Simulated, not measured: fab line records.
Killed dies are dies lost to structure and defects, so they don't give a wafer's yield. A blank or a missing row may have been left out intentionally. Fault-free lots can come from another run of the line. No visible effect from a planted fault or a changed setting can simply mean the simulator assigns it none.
Which of the tools did it? || flow nand-harc || 12 lots with 36 wafers sampled at 6 steps, on a route of 1159 steps

WHAT THE GAUGES READ, wafer by wafer
NHARC_A_ZERO_WELL_INSPECT_17. Usual: raw-defect-count at 10, with a standard deviation of 5.7.
{"lot": "L336", "measured": "day 6 17:25", "on": "defect-inspect-02", "raw-defect-count": "6 11 5", "flag": ""}
{"lot": "L337", "measured": "day 7 06:25", "on": "defect-inspect-02", "raw-defect-count": "7 14 16", "flag": ""}
{"lot": "L338", "measured": "day 7 07:05", "on": "defect-inspect-02", "raw-defect-count": "12 16 19", "flag": ""}
{"lot": "L339", "measured": "day 7 08:06", "on": "defect-inspect-02", "raw-defect-count": "4 5 2", "flag": ""}
{"lot": "L340", "measured": "day 8 00:06", "on": "defect-inspect-02", "raw-defect-count": "10 10 20", "flag": ""}
{"lot": "L343", "measured": "day 8 06:59", "on": "defect-inspect-01", "raw-defect-count": "6 9 15", "flag": ""}
{"lot": "L347", "measured": "day 9 07:22", "on": "defect-inspect-01", "raw-defect-count": "6 5 2", "flag": ""}
{"lot": "L350", "measured": "day 9 20:45", "on": "defect-inspect-02", "raw-defect-count": "3 10 2", "flag": ""}
{"lot": "L351", "measured": "day 10 13:19", "on": "defect-inspect-01", "raw-defect-count": "5 4 8", "flag": ""}
{"lot": "L356", "measured": "day 11 15:07", "on": "defect-inspect-02", "raw-defect-count": "5 9 9", "flag": ""}
{"lot": "L357", "measured": "day 11 20:22", "on": "defect-inspect-02", "raw-defect-count": "3 13 7", "flag": ""}
{"lot": "L358", "measured": "day 12 01:29", "on": "defect-inspect-01", "raw-defect-count": "7 3 11", "flag": ""}

NHARC_A_ONON_D1_THK_MEAS_05: measures by ellipsometry. Usual: thk-nm at 1002 nm, with a standard deviation of 7.9.
{"lot": "L336", "measured": "day 7 15:51", "on": "film-metro-01", "thk-nm (nm)": "993 992 995", "flag": ""}
{"lot": "L337", "measured": "day 8 04:34", "on": "film-metro-02", "thk-nm (nm)": "986 985 987", "flag": ""}
{"lot": "L338", "measured": "day 8 04:32", "on": "film-metro-01", "thk-nm (nm)": "1013 1014 1016", "flag": ""}
{"lot": "L339", "measured": "day 8 04:32", "on": "film-metro-02", "thk-nm (nm)": "1006 1006 1004", "flag": ""}
{"lot": "L340", "measured": "day 8 21:02", "on": "film-metro-02", "thk-nm (nm)": "998 999 1000", "flag": ""}
{"lot": "L343", "measured": "day 9 05:02", "on": "film-metro-02", "thk-nm (nm)": "1003 1005 1003", "flag": ""}
{"lot": "L347", "measured": "day 10 07:17", "on": "film-metro-01", "thk-nm (nm)": "991 993 990", "flag": ""}
{"lot": "L350", "measured": "day 10 18:18", "on": "film-metro-02", "thk-nm (nm)": "403 402 402", "flag": "OFF"}
{"lot": "L351", "measured": "day 11 12:09", "on": "film-metro-02", "thk-nm (nm)": "387 387 387", "flag": "OFF"}
{"lot": "L356", "measured": "day 12 14:27", "on": "film-metro-02", "thk-nm (nm)": "997 997 996", "flag": ""}
{"lot": "L357", "measured": "day 12 20:37", "on": "film-metro-01", "thk-nm (nm)": "997 996 996", "flag": ""}
{"lot": "L358", "measured": "day 12 20:54", "on": "film-metro-01", "thk-nm (nm)": "995 996 997", "flag": ""}

NHARC_END_SORT_01. Usual: killed-at-array 26, standard deviation 9.9; killed-at-other 0.8, standard deviation 1; killed-at-periphery 2.8, standard deviation 2.2; killed-dies 29, standard deviation 9.9; killed-open 3.2, standard deviation 1.8; killed-short 2.1, standard deviation 1.4.
{"lot": "L350", "measured": "day 22 08:06", "on": "prober-01", "killed-at-array": "676 676 674", "killed-at-other": "0 0 0", "killed-at-periphery": "1 1 3", "killed-dies": "677 677 677", "killed-open": "2 6 6", "killed-short": "2 4 7", "flag": "OFF"}
{"lot": "L351", "measured": "day 22 22:02", "on": "prober-02", "killed-at-array": "669 670 675", "killed-at-other": "1 0 0", "killed-at-periphery": "7 7 2", "killed-dies": "677 677 677", "killed-open": "2 6 3", "killed-short": "2 0 2", "flag": "OFF"}

WHAT TOOL EACH LOT RAN ON (gives the tool, then ch and the chambers of the sampled wafers, and finally the start)
{"lot": "L336", "NHARC_A_ZERO_WELL_DESCUM_12": "rie-diel-05 ch 1,3, day 6 16:07", "NHARC_A_ZERO_WELL_RTA_16": "rtp-anneal-02 ch 0, day 6 17:14", "NHARC_A_ONON_D1_DEP_03": "pecvd-onon-01 ch 0, day 7 15:21"}
{"lot": "L337", "NHARC_A_ZERO_WELL_DESCUM_12": "rie-diel-11 ch 0,1,3, day 7 05:07", "NHARC_A_ZERO_WELL_RTA_16": "rtp-anneal-01 ch 0, day 7 06:18", "NHARC_A_ONON_D1_DEP_03": "pecvd-onon-01 ch 0, day 8 04:13"}
{"lot": "L338", "NHARC_A_ZERO_WELL_DESCUM_12": "rie-diel-05 ch 1,2, day 7 05:43", "NHARC_A_ZERO_WELL_RTA_16": "rtp-anneal-01 ch 0, day 7 06:53", "NHARC_A_ONON_D1_DEP_03": "pecvd-onon-03 ch 0, day 8 04:01"}
{"lot": "L339", "NHARC_A_ZERO_WELL_DESCUM_12": "rie-diel-10 ch 0,2, day 7 06:47", "NHARC_A_ZERO_WELL_RTA_16": "rtp-anneal-02 ch 0, day 7 07:54", "NHARC_A_ONON_D1_DEP_03": "pecvd-onon-02 ch 0, day 8 04:01"}
{"lot": "L340", "NHARC_A_ZERO_WELL_DESCUM_12": "rie-diel-11 ch 0,3, day 7 22:46", "NHARC_A_ZERO_WELL_RTA_16": "rtp-anneal-02 ch 0, day 7 23:56", "NHARC_A_ONON_D1_DEP_03": "pecvd-onon-02 ch 0, day 8 20:35"}
{"lot": "L343", "NHARC_A_ZERO_WELL_DESCUM_12": "rie-diel-11 ch 0,1,2, day 8 05:40", "NHARC_A_ZERO_WELL_RTA_16": "rtp-anneal-02 ch 0, day 8 06:47", "NHARC_A_ONON_D1_DEP_03": "pecvd-onon-02 ch 0, day 9 04:32"}
{"lot": "L347", "NHARC_A_ZERO_WELL_DESCUM_12": "rie-diel-10 ch 1,2,3, day 9 06:04", "NHARC_A_ZERO_WELL_RTA_16": "rtp-anneal-02 ch 0, day 9 07:10", "NHARC_A_ONON_D1_DEP_03": "pecvd-onon-03 ch 0, day 10 06:46"}
{"lot": "L350", "NHARC_A_ZERO_WELL_DESCUM_12": "rie-diel-11 ch 0,2, day 9 19:25", "NHARC_A_ZERO_WELL_RTA_16": "rtp-anneal-01 ch 0, day 9 20:34", "NHARC_A_ONON_D1_DEP_03": "pecvd-onon-02 ch 0, day 10 17:47"}
{"lot": "L351", "NHARC_A_ZERO_WELL_DESCUM_12": "rie-diel-10 ch 0,1, day 10 11:50", "NHARC_A_ZERO_WELL_RTA_16": "rtp-anneal-02 ch 0, day 10 13:08", "NHARC_A_ONON_D1_DEP_03": "pecvd-onon-02 ch 0, day 11 11:40"}
{"lot": "L356", "NHARC_A_ZERO_WELL_DESCUM_12": "rie-diel-11 ch 0,1,3, day 11 13:43", "NHARC_A_ZERO_WELL_RTA_16": "rtp-anneal-02 ch 0, day 11 14:57", "NHARC_A_ONON_D1_DEP_03": "pecvd-onon-03 ch 0, day 12 14:04"}
{"lot": "L357", "NHARC_A_ZERO_WELL_DESCUM_12": "rie-diel-05 ch 2,3, day 11 19:04", "NHARC_A_ZERO_WELL_RTA_16": "rtp-anneal-02 ch 0, day 11 20:12", "NHARC_A_ONON_D1_DEP_03": "pecvd-onon-03 ch 0, day 12 20:10"}
{"lot": "L358", "NHARC_A_ZERO_WELL_DESCUM_12": "rie-diel-10 ch 0,2,3, day 12 00:09", "NHARC_A_ZERO_WELL_RTA_16": "rtp-anneal-02 ch 0, day 12 01:17", "NHARC_A_ONON_D1_DEP_03": "pecvd-onon-01 ch 0, day 12 20:23"}
- NHARC_A_ZERO_WELL_DESCUM_12: chemistry O2, time 3 s.
- NHARC_A_ZERO_WELL_RTA_16: time 10 s.
- NHARC_A_ONON_D1_DEP_03: target thk 1000 nm.

WHAT THE TOOLS THEMSELVES READ (means of the sampled wafers that have a number; where no wafer has one, the mark that the record gives instead)
NHARC_A_ZERO_WELL_DESCUM_12. Usual: drypump-motor-current-A 5.8 A, standard deviation 0.57; mfc-ar-sccm 0.009 sccm, standard deviation 0.01; o2-flow-sccm 200.0 sccm, standard deviation 0.58; oes-product-au 1.003 a.u., standard deviation 0.0082; rf-vpp-V 58.0 V, standard deviation 0.88; showerhead-plenum-p-Torr 1.93 Torr, standard deviation 0.068; throttle-valve-pct 11.310 %, standard deviation 0.0086.
{"lot": "L336", "tool": "rie-diel-05", "drypump-motor-current-A (A)": 5.8, "mfc-ar-sccm (sccm)": 0.022, "o2-flow-sccm (sccm)": 199.4, "oes-product-au (a.u.)": 1.003, "rf-vpp-V (V)": 58.3, "showerhead-plenum-p-Torr (Torr)": 1.89, "throttle-valve-pct (%)": 11.312, "flag": ""}
{"lot": "L337", "tool": "rie-diel-11", "drypump-motor-current-A (A)": 6.2, "mfc-ar-sccm (sccm)": 0.006, "o2-flow-sccm (sccm)": 200.3, "oes-product-au (a.u.)": 1.008, "rf-vpp-V (V)": 58.3, "showerhead-plenum-p-Torr (Torr)": 1.96, "throttle-valve-pct (%)": 11.307, "flag": ""}
{"lot": "L338", "tool": "rie-diel-05", "drypump-motor-current-A (A)": 5.6, "mfc-ar-sccm (sccm)": 0.021, "o2-flow-sccm (sccm)": 200.0, "oes-product-au (a.u.)": 1.002, "rf-vpp-V (V)": 57.7, "showerhead-plenum-p-Torr (Torr)": 1.87, "throttle-valve-pct (%)": 11.311, "flag": ""}
{"lot": "L339", "tool": "rie-diel-10", "drypump-motor-current-A (A)": 5.2, "mfc-ar-sccm (sccm)": 0.018, "o2-flow-sccm (sccm)": 199.8, "oes-product-au (a.u.)": 1.003, "rf-vpp-V (V)": 58.1, "showerhead-plenum-p-Torr (Torr)": 1.97, "throttle-valve-pct (%)": 11.313, "flag": ""}
{"lot": "L340", "tool": "rie-diel-11", "drypump-motor-current-A (A)": 6.4, "mfc-ar-sccm (sccm)": 0.012, "o2-flow-sccm (sccm)": 199.7, "oes-product-au (a.u.)": 1.004, "rf-vpp-V (V)": 57.7, "showerhead-plenum-p-Torr (Torr)": 1.93, "throttle-valve-pct (%)": 11.311, "flag": ""}
{"lot": "L343", "tool": "rie-diel-11", "drypump-motor-current-A (A)": 5.9, "mfc-ar-sccm (sccm)": 0.000, "o2-flow-sccm (sccm)": 200.3, "oes-product-au (a.u.)": 1.010, "rf-vpp-V (V)": 58.2, "showerhead-plenum-p-Torr (Torr)": 1.94, "throttle-valve-pct (%)": 11.307, "flag": ""}
{"lot": "L347", "tool": "rie-diel-10", "drypump-motor-current-A (A)": 5.5, "mfc-ar-sccm (sccm)": 0.009, "o2-flow-sccm (sccm)": 200.0, "oes-product-au (a.u.)": 0.999, "rf-vpp-V (V)": 57.9, "showerhead-plenum-p-Torr (Torr)": 1.98, "throttle-valve-pct (%)": 11.316, "flag": ""}
{"lot": "L350", "tool": "rie-diel-11", "drypump-motor-current-A (A)": 5.7, "mfc-ar-sccm (sccm)": 0.000, "o2-flow-sccm (sccm)": 200.5, "oes-product-au (a.u.)": 1.008, "rf-vpp-V (V)": 57.4, "showerhead-plenum-p-Torr (Torr)": 1.88, "throttle-valve-pct (%)": 11.316, "flag": ""}
{"lot": "L351", "tool": "rie-diel-10", "drypump-motor-current-A (A)": 5.4, "mfc-ar-sccm (sccm)": 0.003, "o2-flow-sccm (sccm)": 200.4, "oes-product-au (a.u.)": 0.998, "rf-vpp-V (V)": 57.6, "showerhead-plenum-p-Torr (Torr)": 1.93, "throttle-valve-pct (%)": 11.313, "flag": ""}
{"lot": "L356", "tool": "rie-diel-11", "drypump-motor-current-A (A)": 6.3, "mfc-ar-sccm (sccm)": 0.006, "o2-flow-sccm (sccm)": 200.3, "oes-product-au (a.u.)": 1.015, "rf-vpp-V (V)": 57.3, "showerhead-plenum-p-Torr (Torr)": 1.96, "throttle-valve-pct (%)": 11.313, "flag": ""}
{"lot": "L357", "tool": "rie-diel-05", "drypump-motor-current-A (A)": 6.4, "mfc-ar-sccm (sccm)": 0.011, "o2-flow-sccm (sccm)": 200.2, "oes-product-au (a.u.)": 1.000, "rf-vpp-V (V)": 57.9, "showerhead-plenum-p-Torr (Torr)": 1.97, "throttle-valve-pct (%)": 11.314, "flag": ""}
{"lot": "L358", "tool": "rie-diel-10", "drypump-motor-current-A (A)": 5.4, "mfc-ar-sccm (sccm)": 0.009, "o2-flow-sccm (sccm)": 199.6, "oes-product-au (a.u.)": 1.000, "rf-vpp-V (V)": 58.3, "showerhead-plenum-p-Torr (Torr)": 1.98, "throttle-valve-pct (%)": 11.309, "flag": ""}

NHARC_A_ZERO_WELL_RTA_16. Usual: anneal-temp-c-max 1003.9, standard deviation 0.71; lamp-power-pct 27.82 %, standard deviation 0.19; wafer_temp_C_max 1005.0, standard deviation 1.7.
{"lot": "L336", "tool": "rtp-anneal-02", "anneal-temp-c-max": 1004.5, "lamp-power-pct (%)": 28.00, "wafer_temp_C_max": 1005.8, "flag": ""}
{"lot": "L337", "tool": "rtp-anneal-01", "anneal-temp-c-max": 1004.3, "lamp-power-pct (%)": 27.56, "wafer_temp_C_max": 1003.4, "flag": ""}
{"lot": "L338", "tool": "rtp-anneal-01", "anneal-temp-c-max": 1004.5, "lamp-power-pct (%)": 27.61, "wafer_temp_C_max": 1003.5, "flag": ""}
{"lot": "L339", "tool": "rtp-anneal-02", "anneal-temp-c-max": 1004.1, "lamp-power-pct (%)": 27.98, "wafer_temp_C_max": 1005.5, "flag": ""}
{"lot": "L340", "tool": "rtp-anneal-02", "anneal-temp-c-max": 1003.4, "lamp-power-pct (%)": 27.99, "wafer_temp_C_max": 1006.3, "flag": ""}
{"lot": "L343", "tool": "rtp-anneal-02", "anneal-temp-c-max": 1004.2, "lamp-power-pct (%)": 27.99, "wafer_temp_C_max": 1006.2, "flag": ""}
{"lot": "L347", "tool": "rtp-anneal-02", "anneal-temp-c-max": 1004.7, "lamp-power-pct (%)": 27.97, "wafer_temp_C_max": 1005.6, "flag": ""}
{"lot": "L350", "tool": "rtp-anneal-01", "anneal-temp-c-max": 1003.7, "lamp-power-pct (%)": 27.56, "wafer_temp_C_max": 1003.0, "flag": ""}
{"lot": "L351", "tool": "rtp-anneal-02", "anneal-temp-c-max": 1003.4, "lamp-power-pct (%)": 27.99, "wafer_temp_C_max": 1006.0, "flag": ""}
{"lot": "L356", "tool": "rtp-anneal-02", "anneal-temp-c-max": 1003.8, "lamp-power-pct (%)": 27.97, "wafer_temp_C_max": 1005.4, "flag": ""}
{"lot": "L357", "tool": "rtp-anneal-02", "anneal-temp-c-max": 1004.0, "lamp-power-pct (%)": 27.98, "wafer_temp_C_max": 1005.2, "flag": ""}
{"lot": "L358", "tool": "rtp-anneal-02", "anneal-temp-c-max": 1003.5, "lamp-power-pct (%)": 27.99, "wafer_temp_C_max": 1006.9, "flag": ""}

NHARC_A_ONON_D1_DEP_03. Usual: sih4-flow-sccm at 210.0 sccm, with a standard deviation of 0.65.
{"lot": "L336", "tool": "pecvd-onon-01", "sih4-flow-sccm (sccm)": 210.3, "flag": ""}
{"lot": "L337", "tool": "pecvd-onon-01", "sih4-flow-sccm (sccm)": 209.0, "flag": ""}
{"lot": "L338", "tool": "pecvd-onon-03", "sih4-flow-sccm (sccm)": 210.1, "flag": ""}
{"lot": "L339", "tool": "pecvd-onon-02", "sih4-flow-sccm (sccm)": 210.4, "flag": ""}
{"lot": "L340", "tool": "pecvd-onon-02", "sih4-flow-sccm (sccm)": 210.1, "flag": ""}
{"lot": "L343", "tool": "pecvd-onon-02", "sih4-flow-sccm (sccm)": 211.3, "flag": ""}
{"lot": "L347", "tool": "pecvd-onon-03", "sih4-flow-sccm (sccm)": 209.8, "flag": ""}
{"lot": "L350", "tool": "pecvd-onon-02", "sih4-flow-sccm (sccm)": 210.2, "flag": ""}
{"lot": "L351", "tool": "pecvd-onon-02", "sih4-flow-sccm (sccm)": 210.2, "flag": ""}
{"lot": "L356", "tool": "pecvd-onon-03", "sih4-flow-sccm (sccm)": 210.7, "flag": ""}
{"lot": "L357", "tool": "pecvd-onon-03", "sih4-flow-sccm (sccm)": 210.7, "flag": ""}
{"lot": "L358", "tool": "pecvd-onon-01", "sih4-flow-sccm (sccm)": 209.3, "flag": ""}

THE ANSWER, worked out from the rows above alone
Rule: a lot is off if the mean of its wafers that have a number lies more than 3 standard deviations from the usual mean. A lot without any number at a reading at which 4 lots or more have one is off too. All remaining lots with rows at the step are treated as sound. Order of review: gauges by route order, followed by the tools' own readings, for which a lot's mean as printed above is used. The first step at which some lot is off is used, and at that step the reading that is off furthest; a lot without a number counts as furthest.
Off, at NHARC_A_ONON_D1_THK_MEAS_05 on thk-nm: L350, L351.
If a tool, at a process step before that reading, ran all the lots that are off and no sound lot after the first of them, it fits. Not tried: the gauges at NHARC_A_ONON_D1_THK_MEAS_05; whatever is off there is also off at NHARC_END_SORT_01, on other tools, and gauge error can't account for it. One candidate fits, namely pecvd-onon-02 at NHARC_A_ONON_D1_DEP_03. A fault onset in the window from L343 (day 9 04:32, its last sound lot) to L350 (day 10 17:47, its first lot off) fits.

WHAT THE SIMULATOR HAD INSERTED
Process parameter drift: pecvd-onon-02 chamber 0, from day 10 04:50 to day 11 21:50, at NHARC_A_ONON_D1_DEP_03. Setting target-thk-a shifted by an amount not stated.
Lots struck among those shown: L350, L351. The rule above reached the same finding.
